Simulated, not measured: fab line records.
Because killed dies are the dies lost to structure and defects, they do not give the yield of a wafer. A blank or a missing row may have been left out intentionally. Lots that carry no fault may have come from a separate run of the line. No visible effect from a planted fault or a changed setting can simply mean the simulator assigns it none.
fab line records	flow n5-finfet
record lots=7	wafers=21
route steps=1938 shown WELL_APT@21 PMOS_HMC_CHANNEL_EPI@59 FIN_CUT@173 SD_EPI_N@262
start-h: hours from the record's first day to the start of the lot's first wafer shown	wait-h: time in hours since the lot's previous step	" identical to the entry in the row above	L1.1+2: a single row standing in for several wafers	- no value, or no start was given	* or withheld: withheld	< > ~ a bound
route shown NAME@n: NAME is a module with steps in the file, n the number in the route of the first one	usual: mean and standard deviation over wafers with no fault	same: alike in all rows	chamber/n: place in a boat	sites: the reading at each site	_std_site: their standard deviation	_edge_site: the outer-site mean with the inner-site mean subtracted	radius-mm: for every site, how far away it sits from the centre of the wafer	mask NAME#n: copy n	behind: the last tool/chamber to shape the wafer	hold: reason for holding the lot/hours on hold/outcome of the hold	device: whichever transistor did not switch (one of n, p or np)	end of line: tests of these same wafers at the route's end	for a step that has no rows: nothing shown but its recipe	killed: dies lost to structure and defects at the first sort, not the wafer's yield	map: shows each die of a wafer: x if killed, . if not, _ if none is there
set.NAME: the setting as run; set.NAME@STEP: as run at that earlier step	model.NAME: the simulator's own value behind a step, which no gauge read
lots run with intentionally changed settings; tables by step, rows by wafer
## steps
# step N5_WELL_APT_COAT_02
# recipe spin-rpm=1357	resist-thk-nm=950
lot.wafer	tool	chamber	start-h	wait-h	set.spin-rpm	model.coat_of_WELL_APT_COAT_02.thk-nm
L081.1	litho-track-02	0	-	-	1276	983.1
L081.2	"	0	"	"	1357	954.6
L081.6	"	0	"	"	1357	953.8
L083.1	litho-track-02	0	-	-	1238	999.2
L083.2	"	0	"	"	1238	998.7
L083.4	"	0	"	"	1238	997.2
L088.1	litho-track-02	0	-	-	1494	906.6
L088.5	"	0	"	"	1494	904.2
L088.6	"	0	"	"	1357	950
L090.2	litho-track-01	0	-	-	1225	996.4
L090.3	"	0	"	"	1357	948.6
L090.4	"	0	"	"	1225	999.3
L091.2	litho-track-02	0	-	-	1285	978
L091.3	"	0	"	"	1357	952.5
L091.5	"	0	"	"	1285	978.4
L092.3	litho-track-04	0	-	-	1357	950.8
L092.4	"	0	"	"	1357	951.1
L092.6	"	0	"	"	1357	952.4
L093.2	litho-track-02	0	-	-	1507	903.5
L093.3	"	0	"	"	1357	950.8
L093.4	"	0	"	"	1357	951.5
# step N5_WELL_APT_EXPOSE_05
# recipe mask-id=NWELL	na=0.8	source-shape=conventional	sigma-outer=0.8	polarization=unpolarized	defocus-nm=0	target-cd-nm=200	dose-mj=20.3
lot.wafer	tool	chamber	start-h	wait-h	mask	set.dose-mj
L081.1+2+6	krf-scanner-01	0	55.65	-	NWELL#0	20.3
L083.1+2+4	krf-scanner-02	0	67.60	-	NWELL#0	20.3
L088.1+5	krf-scanner-02	0	97.48	-	NWELL#0	20.8
L088.6	"	0	"	"	NWELL#0	20.3
L090.2+4	krf-scanner-01	0	109.51	-	NWELL#0	20.3
L090.3	"	0	"	"	NWELL#0	21.31
L091.2+3+5	krf-scanner-01	0	115.51	-	NWELL#0	20.3
L092.3+4+6	krf-scanner-01	0	121.53	-	NWELL#0	20.3
L093.2+3	krf-scanner-01	0	127.59	-	NWELL#0	20.3
L093.4	"	0	"	"	NWELL#0	21.77
# step N5_WELL_APT_PEB_06
# recipe peb-temp-c=130	peb-time-s=90
# step N5_WELL_APT_DEVELOP_07
# recipe develop-time-s=45	rinse-liquid=surfactant-rinse	dry=air-spin	dev-temp-c=21
# step N5_WELL_APT_HARDBAKE_12
# recipe temp-c=130	time-s=120
# step N5_WELL_APT_CD_MEAS_08
# recipe target-cd-nm=200	landing-energy-ev=500	detector=se-inlens
# usual cd-nm=199.9/1.3
lot.wafer	tool	chamber	start-h	wait-h	set.dose-mj@WELL_APT_EXPOSE_05	cd-nm
L081.1	cd-sem-02	0	55.82	-	20.3	199.7
L081.2	"	0	"	"	20.3	203.3
L081.6	"	0	"	"	20.3	201.4
L083.1	cd-sem-03	0	67.77	-	20.3	199.5
L083.2	"	0	"	"	20.3	196.3
L083.4	"	0	"	"	20.3	195.6
L088.1	cd-sem-03	0	97.65	-	20.8	203.7
L088.5	"	0	"	"	20.8	205.2
L088.6	"	0	"	"	20.3	201.7
L090.2	cd-sem-02	0	109.68	-	20.3	198.1
L090.3	"	0	"	"	21.31	206.2
L090.4	"	0	"	"	20.3	198.1
L091.2	cd-sem-03	0	115.68	-	20.3	198.9
L091.3	"	0	"	"	20.3	200.3
L091.5	"	0	"	"	20.3	199.6
L092.3	cd-sem-03	0	121.69	-	20.3	200.2
L092.4	"	0	"	"	20.3	199.7
L092.6	"	0	"	"	20.3	199.7
L093.2	cd-sem-03	0	127.76	-	20.3	202.4
L093.3	"	0	"	"	20.3	199.5
L093.4	"	0	"	"	21.77	212.3
# step N5_WELL_APT_DESCUM_13
# recipe chemistry=O2	time-s=7.9	source-power-w=50	bias-power-w=20	pressure-mtorr=20	rf-frequency-hz=2.712e+07	temp-c=40	o2-flow-sccm=225
lot.wafer	tool	chamber	start-h	wait-h	set.dose-mj@WELL_APT_EXPOSE_05	model.WELL_APT.cd-nm
L081.1	rie-diel-03	2	55.91	0.0	20.3	199.7
L081.2	"	1	"	"	20.3	203.1
L081.6	"	0	"	"	20.3	201.4
L083.1	rie-diel-05	0	67.86	0.0	20.3	199.2
L083.2	"	1	"	"	20.3	196.3
L083.4	"	3	"	"	20.3	195.5
L088.1	rie-diel-05	2	97.74	0.0	20.8	203.9
L088.5	"	1	"	"	20.8	205.6
L088.6	"	0	"	"	20.3	201.6
L090.2	rie-diel-04	0	109.77	0.0	20.3	197.7
L090.3	"	1	"	"	21.31	206.2
L090.4	"	2	"	"	20.3	198
L091.2	rie-diel-03	1	115.77	0.0	20.3	198.9
L091.3	"	2	"	"	20.3	200.1
L091.5	"	2	"	"	20.3	199.5
L092.3	rie-diel-05	0	121.77	0.0	20.3	200.2
L092.4	"	3	"	"	20.3	199.7
L092.6	"	2	"	"	20.3	199.6
L093.2	rie-diel-03	0	128.11	0.3	20.3	202.9
L093.3	"	2	"	"	20.3	199.7
L093.4	"	2	"	"	21.77	212.5
# step N5_PMOS_HMC_CHANNEL_EPI_COAT_03
# recipe resist=CAR-ArF-block	spin-rpm=1500	resist-thk-nm=205
lot.wafer	tool	chamber	start-h	wait-h	set.spin-rpm	model.CAR-ArF-block_of_PMOS_HMC_CHANNEL_EPI_COAT_03.thk-nm
L081.1+6	litho-track-03	0	-	-	1389	213.3
L081.2	"	0	"	"	1500	205.7
L083.1	litho-track-03	0	-	-	1566	200.9
L083.2	"	0	"	"	1500	205.2
L083.4	"	0	"	"	1566	200.8
L088.1+6	litho-track-02	0	-	-	1500	206.1
L088.5	"	0	"	"	1627	197
L090.2	litho-track-03	0	-	-	1500	205.3
L090.3+4	"	0	"	"	1500	205
L091.2	litho-track-05	0	-	-	1400	213.2
L091.3	"	0	"	"	1500	206.1
L091.5	"	0	"	"	1500	205.9
L092.3	litho-track-02	0	-	-	1500	204.3
L092.4+6	"	0	"	"	1500	204.4
L093.2	litho-track-02	0	-	-	1500	205
L093.3+4	"	0	"	"	1500	205.3
# step N5_PMOS_HMC_CHANNEL_EPI_PEB_07
# recipe peb-temp-c=110	peb-time-s=60	resist=CAR-ArF-block
lot.wafer	tool	chamber	start-h	wait-h	set.peb-temp-c
L081.1+2	litho-track-02	0	58.98	0.1	110
L081.6	"	0	"	"	111.2
L083.1+4	litho-track-05	0	71.44	0.1	110
L083.2	"	0	"	"	113.2
L088.1+6	litho-track-05	0	101.24	0.1	113.2
L088.5	"	0	"	"	110
L090.2+3	litho-track-03	0	113.25	0.0	110
L090.4	"	0	"	"	112.1
L091.2+3+5	litho-track-03	0	119.43	0.0	110
L092.3+4+6	litho-track-02	0	125.17	0.0	110
L093.2+3+4	litho-track-05	0	131.39	0.0	111.3
# step N5_PMOS_HMC_CHANNEL_EPI_DEVELOP_08
# recipe develop-time-s=30	developer=TMAH	resist=CAR-ArF-block	dev-temp-c=23	rinse-liquid=diw	dry=air-spin
# step N5_PMOS_HMC_CHANNEL_EPI_CD_MEAS_09
# recipe target-cd-nm=237.4	landing-energy-ev=500	detector=se-inlens
# usual cd-nm=237.4/0.88
lot.wafer	tool	chamber	start-h	wait-h	set.peb-temp-c@PMOS_HMC_CHANNEL_EPI_PEB_07	cd-nm
L081.1	cd-sem-02	0	59.04	-	110	236.6
L081.2	"	0	"	"	110	237.2
L081.6	"	0	"	"	111.2	240.1
L083.1	cd-sem-03	0	71.51	-	110	238.1
L083.2	"	0	"	"	113.2	245.2
L083.4	"	0	"	"	110	236.9
L088.1	cd-sem-02	0	101.31	-	113.2	247.7
L088.5	"	0	"	"	110	238.8
L088.6	"	0	"	"	113.2	248.6
L090.2	cd-sem-02	0	113.31	-	110	237.8
L090.3	"	0	"	"	110	235.7
L090.4	"	0	"	"	112.1	242.7
L091.2	cd-sem-03	0	119.50	-	110	237.4
L091.3	"	0	"	"	110	238.4
L091.5	"	0	"	"	110	237.9
L092.3	cd-sem-02	0	125.24	-	110	237.3
L092.4	"	0	"	"	110	236.7
L092.6	"	0	"	"	110	237.5
L093.2	cd-sem-03	0	131.45	-	111.3	241.4
L093.3	"	0	"	"	111.3	242.1
L093.4	"	0	"	"	111.3	240.6
# step N5_PMOS_HMC_CHANNEL_EPI_DESCUM_14
# recipe chemistry=O2	time-s=7.9	source-power-w=50	bias-power-w=20	pressure-mtorr=20	rf-frequency-hz=2.712e+07	temp-c=40	resist=CAR-ArF-block	o2-flow-sccm=225
lot.wafer	tool	chamber	start-h	wait-h	set.peb-temp-c@PMOS_HMC_CHANNEL_EPI_PEB_07	model.PMOS_HMC_CHANNEL_EPI.cd-nm
L081.1	rie-diel-02	1	59.41	0.3	110	236.8
L081.2	"	3	"	"	110	237.1
L081.6	"	3	"	"	111.2	240.4
L083.1	rie-diel-06	1	71.60	0.0	110	237.8
L083.2	"	2	"	"	113.2	245.4
L083.4	"	3	"	"	110	237.1
L088.1	rie-diel-02	3	101.40	0.0	113.2	247.7
L088.5	"	2	"	"	110	238.8
L088.6	"	1	"	"	113.2	248.3
L090.2	rie-diel-06	2	113.57	0.2	110	237.6
L090.3	"	1	"	"	110	235.8
L090.4	"	0	"	"	112.1	242.7
L091.2	rie-diel-02	0	119.61	0.1	110	237.6
L091.3	"	2	"	"	110	238.9
L091.5	"	3	"	"	110	238.1
L092.3	rie-diel-02	2	125.32	0.0	110	237.4
L092.4	"	0	"	"	110	236.8
L092.6	"	2	"	"	110	237.6
L093.2	rie-diel-01	0	132.23	0.7	111.3	241.5
L093.3	"	2	"	"	111.3	242.2
L093.4	"	3	"	"	111.3	240.6
# step N5_PMOS_HMC_CHANNEL_EPI_ETCH_32
# recipe chemistry=N2/H2	target=BARC	stop-on=SiO2	target-depth-a=858	over-etch-frac=0.3	time-s=50.3	ion-energy-ev=200	mask-material=CAR-ArF-block	pressure-mtorr=30	source-w=840	bias-w=150	n2-flow-sccm=200	h2-flow-sccm=200
lot.wafer	tool	chamber	start-h	wait-h	set.spin-rpm@PMOS_HMC_CHANNEL_EPI_COAT_03	set.peb-temp-c@PMOS_HMC_CHANNEL_EPI_PEB_07	model.PMOS_HMC_CHANNEL_EPI.cd-nm	model.CAR-ArF-block_of_PMOS_HMC_CHANNEL_EPI_COAT_03.thk-nm
L081.1	rie-diel-02	1	59.44	0.0	1389	110	240	139.9
L081.2	"	3	"	"	1500	110	240	131.3
L081.6	"	3	"	"	1389	111.2	243.1	139.7
L083.1	rie-diel-06	1	71.64	0.0	1566	110	240.9	127.3
L083.2	"	2	"	"	1500	113.2	248.4	132.4
L083.4	"	3	"	"	1566	110	240.1	129.2
L088.1	rie-diel-02	3	101.43	0.0	1500	113.2	250.3	132.3
L088.5	"	2	"	"	1627	110	241.5	125.4
L088.6	"	1	"	"	1500	113.2	250.5	133.7
L090.2	rie-diel-06	2	113.61	0.0	1500	110	239.8	132.7
L090.3	"	1	"	"	1500	110	238.4	131.3
L090.4	"	0	"	"	1500	112.1	244.5	134.2
L091.2	rie-diel-02	0	119.65	0.0	1400	110	240.7	139.5
L091.3	"	2	"	"	1500	110	242.1	133.9
L091.5	"	3	"	"	1500	110	240.4	132.3
L092.3	rie-diel-02	2	125.36	0.0	1500	110	240.6	132.1
L092.4	"	0	"	"	1500	110	238.9	131.2
L092.6	"	2	"	"	1500	110	240.2	132.2
L093.2	rie-diel-01	0	132.26	0.0	1500	111.3	244.5	131.4
L093.3	"	2	"	"	1500	111.3	244.8	132.7
L093.4	"	3	"	"	1500	111.3	243.5	132
# step N5_PMOS_HMC_CHANNEL_EPI_HM_OPEN_15
# recipe chemistry=CHF3/O2	target=SiO2	mask-material=CAR-ArF-block	target-depth-a=406	CHF3_flow_sccm=50	O2_flow_sccm=5	Ar_flow_sccm=200	time-s=20.3	pressure-mtorr=30	source-w=650	bias-w=170	ion-energy-ev=200
lot.wafer	tool	chamber	start-h	wait-h	set.spin-rpm@PMOS_HMC_CHANNEL_EPI_COAT_03	model.CAR-ArF-block_of_PMOS_HMC_CHANNEL_EPI_COAT_03.thk-nm
L081.1	rie-diel-02	1	59.48	0.0	1389	99.03
L081.2	"	3	"	"	1500	90.11
L081.6	"	3	"	"	1389	98.42
L083.1	rie-diel-06	1	71.68	0.0	1566	86.77
L083.2	"	2	"	"	1500	92.02
L083.4	"	3	"	"	1566	88.64
L088.1	rie-diel-02	3	101.48	0.0	1500	91.73
L088.5	"	2	"	"	1627	86.1
L088.6	"	1	"	"	1500	93.87
L090.2	rie-diel-06	2	113.65	0.0	1500	92.4
L090.3	"	1	"	"	1500	90.33
L090.4	"	0	"	"	1500	94.73
L091.2	rie-diel-02	0	119.69	0.0	1400	98.11
L091.3	"	2	"	"	1500	94.3
L091.5	"	3	"	"	1500	91.18
L092.3	rie-diel-02	2	125.40	0.0	1500	92.05
L092.4	"	0	"	"	1500	89.77
L092.6	"	2	"	"	1500	92.34
L093.2	rie-diel-01	0	132.30	0.0	1500	90.25
L093.3	"	2	"	"	1500	92.07
L093.4	"	3	"	"	1500	91.36
# step N5_FIN_CUT_CUT_ETCH_26
# recipe chemistry=CH3F/O2	target=SiNx	target-depth-a=390	mask-material=SOC	time-s=55.7	pressure-mtorr=30	source-w=395	bias-w=73	Ar_flow_sccm=150	CH3F_flow_sccm=30	O2_flow_sccm=20	ion-energy-ev=120
lot.wafer	tool	chamber	start-h	wait-h	set.time-s	model.etch.depth-nm	model.SOC_of_FIN_CUT_COAT_18.thk-nm
L081.1	rie-diel-02	0	68.88	0.0	55.7	39.67	211.2
L081.2	"	2	"	"	55.7	38.78	210.8
L081.6	"	1	"	"	55.7	39.06	210.8
L083.1	rie-diel-01	0	81.52	0.0	48.27	34.31	214.2
L083.2	"	2	"	"	55.7	38.67	212.2
L083.4	"	3	"	"	55.7	39.02	211.4
L088.1	rie-diel-02	2	111.31	0.0	55.7	39.01	212.4
L088.5	"	1	"	"	55.7	39.3	212.4
L088.6	"	3	"	"	60.17	42.81	210.4
L090.2	rie-diel-01	1	124.22	0.0	44.54	30.72	216
L090.3	"	0	"	"	55.7	39.02	211.6
L090.4	"	3	"	"	55.7	38.83	211.8
L091.2	rie-diel-06	1	129.70	0.0	55.7	39.07	211.4
L091.3	"	2	"	"	55.7	39.16	211.2
L091.5	"	1	"	"	64.55	45.1	208.4
L092.3	rie-diel-06	3	135.02	0.0	55.7	38.46	212.4
L092.4	"	2	"	"	55.7	38.83	211.8
L092.6	"	3	"	"	55.7	38.67	212.2
L093.2	rie-diel-06	2	141.66	0.0	55.7	39	211.2
L093.3	"	1	"	"	55.7	38.77	211.6
L093.4	"	0	"	"	55.7	38.72	211.6
# step N5_FIN_CUT_CUT_ETCH_27
# recipe chemistry=CHF3/O2	target=SiO2	target-depth-a=40	mask-material=SOC	overetch-a=20	time-s=4.9	pressure-mtorr=30	source-w=650	bias-w=170	Ar_flow_sccm=200	CHF3_flow_sccm=50	O2_flow_sccm=5	ion-energy-ev=200
# step N5_FIN_CUT_PRECLEAN_35
# recipe time-s=13.3	temp-c=45	pressure-torr=125	p-hf-torr=3	p-coreactant-torr=25	chemistry=vHF
# step N5_FIN_CUT_CUT_ETCH_15
# recipe chemistry=HBr/Cl2/O2	target=Si	target-depth-a=1000	bt-time-s=10	mask-material=SOC	time-s=42.4	ion-energy-ev=*	bias-w=*	pressure-mtorr=10	icp-w=800	HBr_flow_sccm=150	Cl2_flow_sccm=80	O2_flow_sccm=12
lot.wafer	tool	chamber	start-h	wait-h	set.time-s@FIN_CUT_CUT_ETCH_26	model.SOC_of_FIN_CUT_COAT_18.thk-nm
L081.1	rie-si-04	2	69.07	0.1	55.7	169.8
L081.2	"	3	"	"	55.7	170
L081.6	"	0	"	"	55.7	169.4
L083.1	rie-si-04	2	81.72	0.1	48.27	172.4
L083.2	"	1	"	"	55.7	170.2
L083.4	"	0	"	"	55.7	170
L088.1	rie-si-04	1	111.51	0.1	55.7	171
L088.5	"	3	"	"	55.7	171.4
L088.6	"	0	"	"	60.17	169
L090.2	rie-si-03	2	124.41	0.1	44.54	174.6
L090.3	"	0	"	"	55.7	170.4
L090.4	"	1	"	"	55.7	171
L091.2	rie-si-01	1	129.89	0.1	55.7	170
L091.3	"	0	"	"	55.7	169.6
L091.5	"	0	"	"	64.55	166.8
L092.3	rie-si-03	3	135.22	0.0	55.7	171.4
L092.4	"	1	"	"	55.7	171
L092.6	"	3	"	"	55.7	171.2
L093.2	rie-si-04	2	141.97	0.1	55.7	169.6
L093.3	"	0	"	"	55.7	169.4
L093.4	"	3	"	"	55.7	170.2
# step N5_SD_EPI_N_COAT_32
# recipe resist=SOC	temp-c=250	time-s=60	spin-rpm=1500	resist-thk-nm=350
lot.wafer	tool	chamber	start-h	wait-h	set.spin-rpm	model.SOC_of_SD_EPI_N_COAT_32.thk-nm
L081.1	litho-track-04	0	91.45	0.0	1500	349.4
L081.2	"	0	"	"	1652	332.8
L081.6	"	0	"	"	1500	350
L083.1	litho-track-04	0	105.24	0.0	1361	369
L083.2	"	0	"	"	1500	351.6
L083.4	"	0	"	"	1500	352.4
L088.1	litho-track-04	0	131.26	0.0	1500	348
L088.5	"	0	"	"	1500	348.8
L088.6	"	0	"	"	1500	347.2
L090.2	litho-track-04	0	144.56	0.0	1500	350
L090.3	"	0	"	"	1661	333.2
L090.4	"	0	"	"	1500	350.4
L091.2	litho-track-04	0	152.61	0.0	1398	361.4
L091.3	"	0	"	"	1398	361.8
L091.5	"	0	"	"	1500	348.4
L092.3+6	litho-track-01	0	155.36	0.0	1500	350.4
L092.4	"	0	"	"	1500	349.8
L093.2	litho-track-04	0	162.68	0.0	1447	356
L093.3	"	0	"	"	1500	349.6
L093.4	"	0	"	"	1447	354
## key
split step=N5_WELL_APT_COAT_02	setting=spin-rpm	stated=1357	by=wafer
response step=N5_WELL_APT_COAT_02	reading=model.coat_of_WELL_APT_COAT_02.thk-nm	change=-4.61	per=1%	r=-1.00
split step=N5_WELL_APT_EXPOSE_05	setting=dose-mj	stated=20.3	by=wafer
response step=N5_WELL_APT_CD_MEAS_08	reading=cd-nm	change=+1.55	per=1%	r=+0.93
response step=N5_WELL_APT_DESCUM_13	reading=model.WELL_APT.cd-nm	change=+1.57	per=1%	r=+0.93
split step=N5_PMOS_HMC_CHANNEL_EPI_COAT_03	setting=spin-rpm	stated=1500	by=wafer
response step=N5_PMOS_HMC_CHANNEL_EPI_COAT_03	reading=model.CAR-ArF-block_of_PMOS_HMC_CHANNEL_EPI_COAT_03.thk-nm	change=-1.05	per=1%	r=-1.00
response step=N5_PMOS_HMC_CHANNEL_EPI_ETCH_32	reading=model.CAR-ArF-block_of_PMOS_HMC_CHANNEL_EPI_COAT_03.thk-nm	change=-0.984	per=1%	r=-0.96
response step=N5_PMOS_HMC_CHANNEL_EPI_HM_OPEN_15	reading=model.CAR-ArF-block_of_PMOS_HMC_CHANNEL_EPI_COAT_03.thk-nm	change=-0.921	per=1%	r=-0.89
split step=N5_PMOS_HMC_CHANNEL_EPI_PEB_07	setting=peb-temp-c	stated=110	by=wafer
response step=N5_PMOS_HMC_CHANNEL_EPI_CD_MEAS_09	reading=cd-nm	change=+2.97	per=1%	r=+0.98
response step=N5_PMOS_HMC_CHANNEL_EPI_DESCUM_14	reading=model.PMOS_HMC_CHANNEL_EPI.cd-nm	change=+2.99	per=1%	r=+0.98
response step=N5_PMOS_HMC_CHANNEL_EPI_ETCH_32	reading=model.PMOS_HMC_CHANNEL_EPI.cd-nm	change=+2.88	per=1%	r=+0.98
split step=N5_FIN_CUT_CUT_ETCH_26	setting=time-s	stated=55.7	by=wafer
response step=N5_FIN_CUT_CUT_ETCH_26	reading=model.etch.depth-nm	change=+0.39	per=1%	r=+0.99
response step=N5_FIN_CUT_CUT_ETCH_26	reading=model.SOC_of_FIN_CUT_COAT_18.thk-nm	change=-0.201	per=1%	r=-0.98
response step=N5_FIN_CUT_CUT_ETCH_15	reading=model.SOC_of_FIN_CUT_COAT_18.thk-nm	change=-0.194	per=1%	r=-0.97
split step=N5_SD_EPI_N_COAT_32	setting=spin-rpm	stated=1500	by=wafer
response step=N5_SD_EPI_N_COAT_32	reading=model.SOC_of_SD_EPI_N_COAT_32.thk-nm	change=-1.71	per=1%	r=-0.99
